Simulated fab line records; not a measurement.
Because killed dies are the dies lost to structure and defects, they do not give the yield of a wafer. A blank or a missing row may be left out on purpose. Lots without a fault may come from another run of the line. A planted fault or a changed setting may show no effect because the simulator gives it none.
Chamber matching :: flow n5_finfet :: N5_BEOL_M15_ETCH_61 on rie_diel-02 has 4 sister chambers
The step etches BARC in N2/H2, target depth 89 nm, overetch 26.7 nm, time 67.9 s. 14 wafers are shown with their chamber, then 7 later ones without.

EACH WAFER AND ITS CHAMBER
wafer: L077.1
chamber: 2
showerhead_plenum_p_Torr (Torr): 2.49
throttle_valve_pct (%): 17.92
oes_product_au (a.u.): 0.61

wafer: L077.4
chamber: 1
showerhead_plenum_p_Torr (Torr): 2.66
throttle_valve_pct (%): 17.66
oes_product_au (a.u.): 0.68

wafer: L077.5
chamber: 3
showerhead_plenum_p_Torr (Torr): 2.39
throttle_valve_pct (%): 17.99
oes_product_au (a.u.): 0.61

wafer: L083.2
chamber: 2
showerhead_plenum_p_Torr (Torr): 2.49
throttle_valve_pct (%): 17.92
oes_product_au (a.u.): 0.61

wafer: L083.5
chamber: 2
showerhead_plenum_p_Torr (Torr): 2.49
throttle_valve_pct (%): 17.93
oes_product_au (a.u.): 0.61

wafer: L083.6
chamber: 3
showerhead_plenum_p_Torr (Torr): 2.39
throttle_valve_pct (%): 18.01
oes_product_au (a.u.): 0.61

wafer: L082.2
chamber: 0
showerhead_plenum_p_Torr (Torr): 2.46
throttle_valve_pct (%): 17.96
oes_product_au (a.u.): 0.66

wafer: L082.4
chamber: 2
showerhead_plenum_p_Torr (Torr): 2.49
throttle_valve_pct (%): 17.93
oes_product_au (a.u.): 0.61

wafer: L082.5
chamber: 3
showerhead_plenum_p_Torr (Torr): 2.39
throttle_valve_pct (%): 18.00
oes_product_au (a.u.): 0.61

wafer: L085.1
chamber: 1
showerhead_plenum_p_Torr (Torr): 2.65
throttle_valve_pct (%): 17.67
oes_product_au (a.u.): 0.67

wafer: L085.2
chamber: 0
showerhead_plenum_p_Torr (Torr): 2.46
throttle_valve_pct (%): 17.97
oes_product_au (a.u.): 0.65

wafer: L085.4
chamber: 0
showerhead_plenum_p_Torr (Torr): 2.46
throttle_valve_pct (%): 17.96
oes_product_au (a.u.): 0.65

wafer: L087.1
chamber: 1
showerhead_plenum_p_Torr (Torr): 2.65
throttle_valve_pct (%): 17.68
oes_product_au (a.u.): 0.67

wafer: L087.2
chamber: 2
showerhead_plenum_p_Torr (Torr): 2.49
throttle_valve_pct (%): 17.95
oes_product_au (a.u.): 0.60

SIGNATURES (averages over the wafers above)
reading: showerhead_plenum_p_Torr
chamber 0: 2.4600
chamber 1: 2.6533
chamber 2: 2.4900
chamber 3: 2.3900
scatter within a chamber: 0.00258

reading: throttle_valve_pct
chamber 0: 17.9633
chamber 1: 17.6700
chamber 2: 17.9300
chamber 3: 18.0000
scatter within a chamber: 0.0103

reading: oes_product_au
chamber 0: 0.6533
chamber 1: 0.6733
chamber 2: 0.6080
chamber 3: 0.6100
scatter within a chamber: 0.00462
Rule: distance of a wafer from a chamber = root of the sum over the readings of ((wafer's reading minus chamber's mean) / reading's scatter) squared. The wafer belongs to the nearest chamber; if the next one is less than 2 further off, it can't be placed. How the scatter is found: for the shown wafers, subtract from each reading the mean of its chamber, square and add these, divide the total by (wafers less chambers), then take the root.

WAFERS WITH NO CHAMBER GIVEN
wafer: L087.4
showerhead_plenum_p_Torr (Torr): 2.45
throttle_valve_pct (%): 17.96
oes_product_au (a.u.): 0.65

wafer: L089.1
showerhead_plenum_p_Torr (Torr): 2.48
throttle_valve_pct (%): 17.94
oes_product_au (a.u.): 0.60

wafer: L089.2
showerhead_plenum_p_Torr (Torr): 2.70
throttle_valve_pct (%): 17.61
oes_product_au (a.u.): 0.80

wafer: L089.6
showerhead_plenum_p_Torr (Torr): 2.70
throttle_valve_pct (%): 17.60
oes_product_au (a.u.): 0.81

wafer: L097.1
showerhead_plenum_p_Torr (Torr): 2.48
throttle_valve_pct (%): 17.67
oes_product_au (a.u.): 0.84

wafer: L097.4
showerhead_plenum_p_Torr (Torr): 2.44
throttle_valve_pct (%): 18.02
oes_product_au (a.u.): 0.64

wafer: L097.6
showerhead_plenum_p_Torr (Torr): 2.48
throttle_valve_pct (%): 17.67
oes_product_au (a.u.): 0.83

WHICH CHAMBER EACH WENT THROUGH
wafer: L087.4
from the rows above: 0
in truth: 0

wafer: L089.1
from the rows above: 2
in truth: 2

wafer: L089.2
from the rows above: 1
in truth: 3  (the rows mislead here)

wafer: L089.6
from the rows above: 1
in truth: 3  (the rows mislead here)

wafer: L097.1
from the rows above: 0
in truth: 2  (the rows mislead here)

wafer: L097.4
from the rows above: 0
in truth: 0

wafer: L097.6
from the rows above: 0
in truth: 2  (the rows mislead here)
3 of 7 placed correctly. Number that these rows cannot place: 0. Number placed wrongly: 4.
